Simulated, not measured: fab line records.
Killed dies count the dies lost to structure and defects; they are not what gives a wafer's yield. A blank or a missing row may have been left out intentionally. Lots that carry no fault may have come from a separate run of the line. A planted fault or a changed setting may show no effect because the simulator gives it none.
fab line records	flow nandHarc	part 1 of 2: steps 1 to 26 of 34
[record] lots = 5	wafers = 15	lastDay = 34
route steps=1302 shown A_M1@1192 A_BONDPAD@1202
lots that met no fault: from a run of the same line without faults
startH: start of the lot's first displayed wafer, in hours after the record's first day	waitH: how many hours have passed since the lot's step before this one	" unchanged from the row above	L1.1+2: a single row standing in for several wafers	- no value, or no start was given	* or withheld: withheld	< > ~ a bound
route shown NAME@n: names a module that has steps shown in the file, with the first one's number in the route	usual: the fault-free wafers' mean and standard deviation	same: alike in all rows	chamber/n: place in a boat	sites: per-site readings	_std_site: standard deviation across them	_edge_site: inner sites' mean taken away from outer sites' mean	radiusMm: how far each site lies from the wafer's centre	mask NAME#n: copy n	behind: the most recent tool/chamber to have shaped the wafer	hold: what put the lot on hold/how long, in hours/how the hold closed	device: the transistor (n, p or np) that didn't switch	end of line: at the end of the route, the tests of the same wafers	a step with no rows: only its recipe	killed: at the first sort, the dies lost to defects and structure; wafer yield is something else	map: a wafer's dies, x killed, . not, _ none there
set.NAME: setting as actually run; set.NAME@STEP: the setting as run at that earlier step	model.NAME: the simulator's own value behind a step, which no gauge read
a table for each step, a row for each wafer; lots at some steps of the route
services: from which hour (startH, from the record's first day; less than 0 if before it) a tool's chamber was out of use, for how many hours, and why
[[steps]]
[step NHARC_A_M1_PVD_21]
[recipe] targetThkA = 300	chamberPressurePa = 5	powerW = 5000	substrateTempC = 30	timeS = 20.49	material = Cu
[usual] throttleValvePct = 29.6/0.89
lot.wafer	tool	chamber	startH	waitH	throttleValvePct
L076.4	pvdSputter-02	-	-	-	28.8
L076.5	"	-	"	"	29.8
L076.6	"	-	"	"	30.4
L075.2	pvdSputter-01	-	-	-	28.1
L075.4	"	-	"	"	28.9
L075.1	"	-	"	"	30.9
L090.4	pvdSputter-02	-	-	-	29.7
L090.6	"	-	"	"	30.9
L090.5	"	-	"	"	29.6
L089.1	pvdSputter-02	-	-	-	29.7
L089.4	"	-	"	"	30.5
L089.2	"	-	"	"	30.8
L097.4	pvdSputter-03	-	-	-	28.3
L097.3	"	-	"	"	28.6
L097.6	"	-	"	"	28.4
[step NHARC_A_M1_ECD_22]
[recipe] targetThkA = 4000	bathTempC = 25	material = Cu
lot.wafer	tool	chamber	startH	waitH
L076.4+6+5	ecdCu-01	1,1,0	537.40	-
L075.1+2+4	ecdCu-01	0,1,1	537.73	-
L090.4+6+5	ecdCu-01	1,1,0	674.36	-
L089.2+1+4	ecdCu-02	0,1,0	680.49	-
L097.4+3+6	ecdCu-01	0,1,1	765.92	-
[step NHARC_A_M1_ANNEAL_31]
[recipe] tempC = 225	timeS = 90
[usual] annealTempCMax = 225.95/0.22	wafer_temp_C_max = 225.69/0.23
lot.wafer	tool	chamber	startH	waitH	annealTempCMax	wafer_temp_C_max
L076.4	rtpAnneal-01	0	537.83	-	225.82	225.42
L076.5	"	0	"	"	225.64	225.68
L076.6	"	0	"	"	226.00	225.49
L075.1	rtpAnneal-01	0	538.11	-	225.86	225.59
L075.2	"	0	"	"	225.77	225.69
L075.4	"	0	"	"	225.94	225.63
L090.4	rtpAnneal-01	0	674.79	-	225.95	225.64
L090.5	"	0	"	"	225.99	225.49
L090.6	"	0	"	"	225.90	225.39
L089.1	rtpAnneal-01	0	680.86	0.3	225.76	225.60
L089.2	"	0	"	"	225.87	225.37
L089.4	"	0	"	"	225.96	225.37
L097.3	rtpAnneal-02	0	766.30	0.3	225.93	225.89
L097.4	"	0	"	"	226.16	226.04
L097.6	"	0	"	"	225.83	226.00
[step NHARC_A_M1_CMP_23]
[recipe] tOverpolishS = 20	targetThkNm = 154.34
[usual] motorCurrentA = 11.2/1.1	retainingRingPressureFrac = 1.000/0.0049	timeToEndpointS = 28.1/2.5
lot.wafer	tool	chamber	startH	waitH	motorCurrentA	retainingRingPressureFrac	timeToEndpointS
L076.4	cmp-01	1	538.02	-	11.8	0.993	30.4
L076.5	"	1	"	"	11.8	0.994	30.4
L076.6	"	2	"	"	10.3	1.000	32.3
L075.2	cmp-04	2	538.45	-	13.6	0.998	26.2
L075.4	"	3	"	"	10.6	1.009	31.4
L075.1	"	1	"	"	13.8	0.997	26.9
L090.4	cmp-01	1	675.03	-	11.8	0.997	32.1
L090.6	"	3	"	"	11.0	1.003	31.6
L090.5	"	0	"	"	9.7	0.993	30.3
L089.4	cmp-01	1	681.23	-	10.9	1.000	30.7
L089.1	"	2	"	"	10.4	0.997	27.1
L089.2	"	3	"	"	11.5	1.000	28.7
L097.3	cmp-01	0	766.59	-	9.4	0.993	28.7
L097.4	"	1	"	"	11.5	0.996	23.8
L097.6	"	2	"	"	10.6	0.998	26.3
[step NHARC_A_M1_THK_MEAS_24]
[recipe] thkMeasGauge = xrf
[usual] thkNm = 154.0/1.5
lot.wafer	tool	chamber	startH	waitH	thkNm
L076.4	filmMetro-02	-	538.33	-	155.8
L076.5	"	-	"	"	156.8
L076.6	"	-	"	"	154.8
L075.1	filmMetro-01	-	538.76	-	152.8
L075.2	"	-	"	"	153.8
L075.4	"	-	"	"	156.9
L090.4	filmMetro-02	-	675.29	-	152.2
L090.5	"	-	"	"	154.2
L090.6	"	-	"	"	150.6
L089.1	filmMetro-02	-	681.52	-	153.4
L089.2	"	-	"	"	153.5
L089.4	"	-	"	"	153.3
L097.3	filmMetro-01	-	766.86	-	153.0
L097.4	"	-	"	"	153.3
L097.6	"	-	"	"	155.1
[step NHARC_A_M1_SRD_25]
lot.wafer	tool	chamber	startH	waitH
L076.4+6+5	wetBench-08	3,4,7	538.37	0.0
L075.1+2+4	wetBench-08	5,7,0	538.80	0.0
L090.4+5+6	wetBench-08	1,2,4	675.33	0.0
L089.4+2+1	wetBench-10	3,4,5	681.57	0.1
L097.4+3+6	wetBench-10	3,6,7	766.90	0.0
[step NHARC_A_M1_INSPECT_27]
[usual] rawDefectCount = 548/140
lot.wafer	tool	chamber	startH	waitH	rawDefectCount
L076.4	defectInspect-01	-	538.49	0.0	740
L076.5	"	-	"	"	537
L076.6	"	-	"	"	809
L075.1	defectInspect-02	-	538.92	0.0	540
L075.2	"	-	"	"	565
L075.4	"	-	"	"	457
L090.4	defectInspect-02	-	675.45	0.0	641
L090.5	"	-	"	"	603
L090.6	"	-	"	"	513
L089.1	defectInspect-02	-	681.67	0.0	581
L089.2	"	-	"	"	544
L089.4	"	-	"	"	568
L097.3	defectInspect-02	-	767.01	0.0	340
L097.4	"	-	"	"	379
L097.6	"	-	"	"	396
[step NHARC_A_M1_PRE_CLEAN_32]
[recipe] timeS = 12	tempC = 370	rfPowerW = 300	gas = NH3
[usual] heaterPowerW = 608/45
lot.wafer	tool	chamber	startH	waitH	heaterPowerW
L076.6	pecvd-03	0	538.59	0.1	570
L076.5	"	1	"	"	612
L076.4	"	2	"	"	590
L075.2	pecvd-03	0	538.99	0.1	530
L075.1	"	1	"	"	611
L075.4	"	2	"	"	578
L090.4	pecvd-03	0	675.58	0.1	615
L090.5	"	1	"	"	533
L090.6	"	2	"	"	558
L089.2	pecvd-02	1	681.74	0.1	671
L089.1	"	0	"	"	588
L089.4	"	1	"	"	680
L097.3	pecvd-03	0	767.09	0.1	636
L097.4	"	2	"	"	616
L097.6	"	0	"	"	623
[step NHARC_A_M1_DEP_33]
[recipe] targetThkA = 300	tempC = 370	targetThkNm = 30	pressureTorr = 3	flowSccm = 200	rfW = 450	material = SiCN
[usual] heaterPowerW = 556/50
lot.wafer	tool	chamber	startH	waitH	heaterPowerW
L076.6	pecvd-03	0	538.76	0.2	544
L076.5	"	1	"	"	526
L076.4	"	2	"	"	533
L075.2	pecvd-03	0	539.07	0.1	547
L075.1	"	1	"	"	553
L075.4	"	2	"	"	533
L090.4	pecvd-03	0	675.75	0.2	550
L090.5	"	1	"	"	514
L090.6	"	2	"	"	548
L089.2	pecvd-02	1	681.82	0.1	603
L089.1	"	0	"	"	523
L089.4	"	1	"	"	598
L097.3	pecvd-03	0	767.20	0.1	585
L097.4	"	2	"	"	500
L097.6	"	0	"	"	592
[step NHARC_A_BONDPAD_DEP_00]
[recipe] targetThkA = 2500	tempC = 370	targetThkNm = 250	pressureTorr = 3	flowSccm = 200	rfW = 450	material = SiCN
[usual] heaterPowerW = 549/58
lot.wafer	tool	chamber	startH	waitH	heaterPowerW
L076.6	pecvd-04	1	539.32	-	515
L076.5	"	2	"	"	581
L076.4	"	0	"	"	586
L075.2	pecvd-04	2	539.66	-	666
L075.1	"	0	"	"	556
L075.4	"	1	"	"	403
L090.6	pecvd-04	0	676.31	-	490
L090.5	"	1	"	"	477
L090.4	"	2	"	"	639
L089.1	pecvd-04	1	682.37	-	468
L089.2	"	0	"	"	557
L089.4	"	1	"	"	474
L097.3	pecvd-03	0	-	-	575
L097.4	"	2	"	"	550
L097.6	"	0	"	"	569
[step NHARC_A_BONDPAD_CMP_29]
[recipe] targetThkNm = 200	material = SiCN
[usual] motorCurrentA = 11.9/1.4	retainingRingPressureFrac = 1.000/0.005
lot.wafer	tool	chamber	startH	waitH	motorCurrentA	retainingRingPressureFrac
L076.4	cmp-04	2	539.59	-	13.2	1.001
L076.6	"	2	"	"	12.6	1.000
L076.5	"	3	"	"	10.1	1.004
L075.1	cmp-02	1	540.05	-	10.8	1.000
L075.2	"	2	"	"	12.2	0.998
L075.4	"	3	"	"	11.7	0.994
L090.4	cmp-04	1	676.65	-	13.3	0.994
L090.6	"	2	"	"	13.0	1.003
L090.5	"	3	"	"	10.7	0.999
L089.1	cmp-02	3	682.81	-	11.1	1.004
L089.2	"	0	"	"	12.5	0.994
L089.4	"	1	"	"	11.4	0.998
L097.3	cmp-04	2	768.14	-	12.8	0.994
L097.4	"	3	"	"	10.9	0.998
L097.6	"	1	"	"	13.4	0.997
[step NHARC_A_BONDPAD_THK_MEAS_30]
[recipe] thkMeasGauge = ellipsometry
[usual] thkNm = 199.9/1.5
lot.wafer	tool	chamber	startH	waitH	thkNm
L076.4	filmMetro-01	-	539.84	0.2	199.2
L076.5	"	-	"	"	200.7
L076.6	"	-	"	"	197.4
L075.1	filmMetro-02	-	540.28	0.2	197.2
L075.2	"	-	"	"	198.5
L075.4	"	-	"	"	200.2
L090.4	filmMetro-02	-	676.83	0.2	199.1
L090.5	"	-	"	"	201.7
L090.6	"	-	"	"	200.1
L089.1	filmMetro-01	-	683.03	0.2	200.9
L089.2	"	-	"	"	200.0
L089.4	"	-	"	"	197.5
L097.3	filmMetro-02	-	768.36	0.2	198.2
L097.4	"	-	"	"	200.7
L097.6	"	-	"	"	200.5
[step NHARC_A_BONDPAD_SRD_31]
lot.wafer	tool	chamber	startH	waitH
L076.4+5+6	wetBench-08	2,3,6	539.88	0.0
L075.4+1+2	wetBench-08	7,0,3	540.32	0.0
L090.5+4+6	wetBench-08	1,4,6	676.87	0.0
L089.2+4+1	wetBench-10	5,6,0	683.08	0.0
L097.6+3+4	wetBench-08	4,6,7	768.41	0.0
[step NHARC_A_BONDPAD_DEHYDRATE_01]
[recipe] tempC = 150	timeS = 120
[usual] resistLineTempC = 23.02/0.1
lot.wafer	tool	chamber	startH	waitH	resistLineTempC
L076.4	lithoTrack-07	0	539.96	0.1	23.00
L076.5	"	0	"	"	23.25
L076.6	"	0	"	"	23.06
L075.1	lithoTrack-05	0	540.41	0.1	23.05
L075.2	"	0	"	"	23.17
L075.4	"	0	"	"	22.97
L090.4	lithoTrack-07	0	676.95	0.1	22.81
L090.5	"	0	"	"	22.95
L090.6	"	0	"	"	22.90
L089.1	lithoTrack-02	0	683.16	0.1	23.14
L089.2	"	0	"	"	23.09
L089.4	"	0	"	"	23.14
L097.3	lithoTrack-07	0	768.49	0.1	23.13
L097.4	"	0	"	"	23.16
L097.6	"	0	"	"	23.12
[step NHARC_A_BONDPAD_HMDS_02]
[recipe] timeS = 30
[usual] resistLineTempC = 23.02/0.1
lot.wafer	tool	chamber	startH	waitH	resistLineTempC
L076.4	lithoTrack-07	0	-	-	23.12
L076.5	"	0	"	"	22.98
L076.6	"	0	"	"	22.99
L075.1	lithoTrack-05	0	-	-	22.97
L075.2	"	0	"	"	23.04
L075.4	"	0	"	"	23.13
L090.4	lithoTrack-07	0	-	-	23.05
L090.5	"	0	"	"	23.22
L090.6	"	0	"	"	23.10
L089.1	lithoTrack-02	0	-	-	23.10
L089.2	"	0	"	"	23.17
L089.4	"	0	"	"	23.14
L097.3	lithoTrack-07	0	-	-	22.95
L097.4	"	0	"	"	23.02
L097.6	"	0	"	"	22.91
[step NHARC_A_BONDPAD_COAT_33]
[recipe] tempC = 200	timeS = 65
[usual] resistLineTempC = 23.00/0.11
lot.wafer	tool	chamber	startH	waitH	resistLineTempC
L076.4	lithoTrack-07	0	-	-	23.20
L076.5	"	0	"	"	23.07
L076.6	"	0	"	"	23.15
L075.1	lithoTrack-05	0	-	-	23.08
L075.2	"	0	"	"	23.09
L075.4	"	0	"	"	22.97
L090.4	lithoTrack-07	0	-	-	22.81
L090.5	"	0	"	"	22.89
L090.6	"	0	"	"	22.84
L089.1	lithoTrack-02	0	-	-	23.06
L089.2	"	0	"	"	23.19
L089.4	"	0	"	"	22.96
L097.3	lithoTrack-07	0	-	-	22.91
L097.4	"	0	"	"	22.91
L097.6	"	0	"	"	22.94
[step NHARC_A_BONDPAD_COAT_03]
[recipe] spinRpm = 2000	resistThkNm = 600
[usual] resistLineTempC = 22.99/0.11
lot.wafer	tool	chamber	startH	waitH	resistLineTempC
L076.4	lithoTrack-07	0	-	-	22.85
L076.5	"	0	"	"	23.01
L076.6	"	0	"	"	23.07
L075.1	lithoTrack-05	0	-	-	23.00
L075.2	"	0	"	"	22.84
L075.4	"	0	"	"	22.74
L090.4	lithoTrack-07	0	-	-	22.90
L090.5	"	0	"	"	23.02
L090.6	"	0	"	"	23.07
L089.1	lithoTrack-02	0	-	-	22.97
L089.2	"	0	"	"	23.05
L089.4	"	0	"	"	22.83
L097.3	lithoTrack-07	0	-	-	22.93
L097.4	"	0	"	"	23.00
L097.6	"	0	"	"	23.12
[step NHARC_A_BONDPAD_SOFTBAKE_04]
[recipe] tempC = 125	timeS = 70
[usual] resistLineTempC = 22.99/0.1
lot.wafer	tool	chamber	startH	waitH	resistLineTempC
L076.4	lithoTrack-07	0	-	-	22.95
L076.5	"	0	"	"	22.93
L076.6	"	0	"	"	23.03
L075.1	lithoTrack-05	0	-	-	22.97
L075.2	"	0	"	"	22.97
L075.4	"	0	"	"	22.93
L090.4	lithoTrack-07	0	-	-	23.05
L090.5	"	0	"	"	23.16
L090.6	"	0	"	"	22.89
L089.1	lithoTrack-02	0	-	-	23.21
L089.2	"	0	"	"	23.01
L089.4	"	0	"	"	23.06
L097.3	lithoTrack-07	0	-	-	22.94
L097.4	"	0	"	"	22.96
L097.6	"	0	"	"	22.96
[step NHARC_A_BONDPAD_EBR_05]
[usual] resistLineTempC = 23.00/0.085
lot.wafer	tool	chamber	startH	waitH	resistLineTempC
L076.4	lithoTrack-07	0	-	-	22.89
L076.5	"	0	"	"	22.90
L076.6	"	0	"	"	22.88
L075.1	lithoTrack-05	0	-	-	22.93
L075.2	"	0	"	"	22.90
L075.4	"	0	"	"	22.88
L090.4	lithoTrack-07	0	-	-	23.11
L090.5	"	0	"	"	23.01
L090.6	"	0	"	"	23.05
L089.1	lithoTrack-02	0	-	-	23.14
L089.2	"	0	"	"	23.16
L089.4	"	0	"	"	22.86
L097.3	lithoTrack-07	0	-	-	22.79
L097.4	"	0	"	"	22.85
L097.6	"	0	"	"	22.91
[step NHARC_A_BONDPAD_EXPOSE_06]
[recipe] na = 0.55	doseMj = 36.99	maskId = A_BPAD
lot.wafer	tool	chamber	startH	waitH	mask
L076.4+5+6	krfScanner-04	0	540.28	-	A_BPAD#0
L075.1+2+4	krfScanner-03	0	540.70	-	A_BPAD#0
L090.4+5+6	krfScanner-04	0	677.26	-	A_BPAD#0
L089.1+2+4	krfScanner-01	0	683.32	-	A_BPAD#0
L097.3+4+6	krfScanner-03	0	768.79	-	A_BPAD#0
[step NHARC_A_BONDPAD_PEB_07]
[recipe] pebTempC = 128	pebTimeS = 80
[usual] resistLineTempC = 23.01/0.11
lot.wafer	tool	chamber	startH	waitH	resistLineTempC
L076.4	lithoTrack-07	0	540.33	0.0	22.93
L076.5	"	0	"	"	22.84
L076.6	"	0	"	"	22.88
L075.1	lithoTrack-07	0	540.77	0.1	22.87
L075.2	"	0	"	"	22.97
L075.4	"	0	"	"	23.06
L090.4	lithoTrack-05	0	677.31	0.0	22.89
L090.5	"	0	"	"	23.08
L090.6	"	0	"	"	23.08
L089.1	lithoTrack-07	0	683.39	0.1	23.16
L089.2	"	0	"	"	23.04
L089.4	"	0	"	"	23.01
L097.3	lithoTrack-05	0	768.84	0.1	22.86
L097.4	"	0	"	"	23.08
L097.6	"	0	"	"	23.02
[step NHARC_A_BONDPAD_DEVELOP_08]
[recipe] timeS = 50	devTempC = 22
[usual] resistLineTempC = 23.00/0.091
lot.wafer	tool	chamber	startH	waitH	resistLineTempC
L076.4	lithoTrack-07	0	-	-	23.03
L076.5	"	0	"	"	23.04
L076.6	"	0	"	"	22.88
L075.1	lithoTrack-07	0	-	-	23.02
L075.2	"	0	"	"	22.95
L075.4	"	0	"	"	22.92
L090.4	lithoTrack-05	0	-	-	23.09
L090.5	"	0	"	"	23.00
L090.6	"	0	"	"	23.17
L089.1	lithoTrack-07	0	-	-	22.85
L089.2	"	0	"	"	22.96
L089.4	"	0	"	"	22.99
L097.3	lithoTrack-05	0	-	-	23.07
L097.4	"	0	"	"	22.92
L097.6	"	0	"	"	23.00
[step NHARC_A_BONDPAD_CD_MEAS_09]
[recipe] targetCdNm = 500	landingEnergyEv = 500
[usual] cdNm = 499.9/1.6
lot.wafer	tool	chamber	startH	waitH	cdNm
L076.4	cdSem-02	0	540.42	-	498.5
L076.5	"	0	"	"	498.0
L076.6	"	0	"	"	498.8
L075.1	cdSem-01	0	540.85	-	501.2
L075.2	"	0	"	"	501.7
L075.4	"	0	"	"	501.9
L090.4	cdSem-03	0	677.40	-	499.1
L090.5	"	0	"	"	502.0
L090.6	"	0	"	"	499.4
L089.1	cdSem-02	0	683.47	-	501.4
L089.2	"	0	"	"	500.9
L089.4	"	0	"	"	499.1
L097.3	cdSem-03	0	768.93	-	501.0
L097.4	"	0	"	"	500.2
L097.6	"	0	"	"	499.6
[step NHARC_A_BONDPAD_OVL_MEAS_35]
[usual] overlayXNm = -1/5	overlayYNm = 1/6.3
lot.wafer	tool	chamber	startH	waitH	overlayXNm	overlayYNm
L076.4	overlay-01	-	540.50	-	-1	1
L076.5	"	-	"	"	-1	1
L076.6	"	-	"	"	0	1
L075.1	overlay-02	-	540.94	-	1	4
L075.2	"	-	"	"	1	4
L075.4	"	-	"	"	1	4
L090.4	overlay-01	-	677.48	-	-5	-8
L090.5	"	-	"	"	-4	-8
L090.6	"	-	"	"	-4	-8
L089.1	overlay-02	-	683.56	-	-6	-5
L089.2	"	-	"	"	-7	-5
L089.4	"	-	"	"	-6	-5
L097.3	overlay-01	-	769.02	-	2	3
L097.4	"	-	"	"	2	3
L097.6	"	-	"	"	2	3
[step NHARC_A_BONDPAD_HARDBAKE_10]
[recipe] tempC = 118	timeS = 65
[usual] resistLineTempC = 23.00/0.1
lot.wafer	tool	chamber	startH	waitH	resistLineTempC
L076.4	lithoTrack-05	0	540.56	0.1	23.11
L076.5	"	0	"	"	23.17
L076.6	"	0	"	"	23.22
L075.1	lithoTrack-07	0	540.99	0.0	22.98
L075.2	"	0	"	"	22.97
L075.4	"	0	"	"	23.09
L090.4	lithoTrack-02	0	677.54	0.1	22.99
L090.5	"	0	"	"	23.02
L090.6	"	0	"	"	23.05
L089.1	lithoTrack-02	0	683.61	0.0	23.01
L089.2	"	0	"	"	23.10
L089.4	"	0	"	"	23.06
L097.3	lithoTrack-02	0	769.07	0.0	23.12
L097.4	"	0	"	"	22.97
L097.6	"	0	"	"	23.06
[step NHARC_A_BONDPAD_DESCUM_11]
[recipe] timeS = 3	o2FlowSccm = 200	arFlowSccm = 0	biasPowerW = 0	chemistry = O2
[usual] drypumpMotorCurrentA = 5.6/0.59	oesProductAu = 1.000/0.011	rfVppV = 57.9/0.79	showerheadPlenumPTorr = 1.95/0.082	throttleValvePct = 11.310/0.0089
lot.wafer	tool	chamber	startH	waitH	drypumpMotorCurrentA	oesProductAu	rfHoursCounterH	rfVppV	showerheadPlenumPTorr	throttleValvePct
L076.4	rieDiel-07	2	540.65	-	6.5	0.991	2	57.4	1.93	11.314
L076.5	"	3	"	"	5.0	0.992	-	57.8	2.05	11.308
L076.6	"	0	"	"	5.0	0.995	-	57.9	1.98	11.302
L075.4	rieDiel-07	2	541.07	-	6.5	0.990	2	59.2	1.93	11.316
L075.1	"	3	"	"	5.0	1.001	2	58.7	2.05	11.290
L075.2	"	1	"	"	5.4	1.006	2	57.7	1.86	11.313
L090.4	rieDiel-07	0	677.60	-	5.1	0.992	0	58.2	1.98	11.328
L090.5	"	0	"	"	5.1	1.004	-	57.6	1.98	11.320
L090.6	"	1	"	"	5.4	0.999	-	56.6	1.86	11.327
L089.1	rieDiel-09	2	683.68	-	6.0	0.979	0	57.8	2.07	11.311
L089.4	"	0	"	"	5.2	0.984	0	58.1	2.02	11.312
L089.2	"	1	"	"	6.3	0.996	0	57.6	1.80	11.294
L097.3	rieDiel-07	3	769.15	-	5.0	0.998	3	58.5	2.05	11.303
L097.4	"	1	"	"	5.4	0.981	3	56.3	1.86	11.306
L097.6	"	2	"	"	6.5	0.983	-	58.0	1.92	11.314
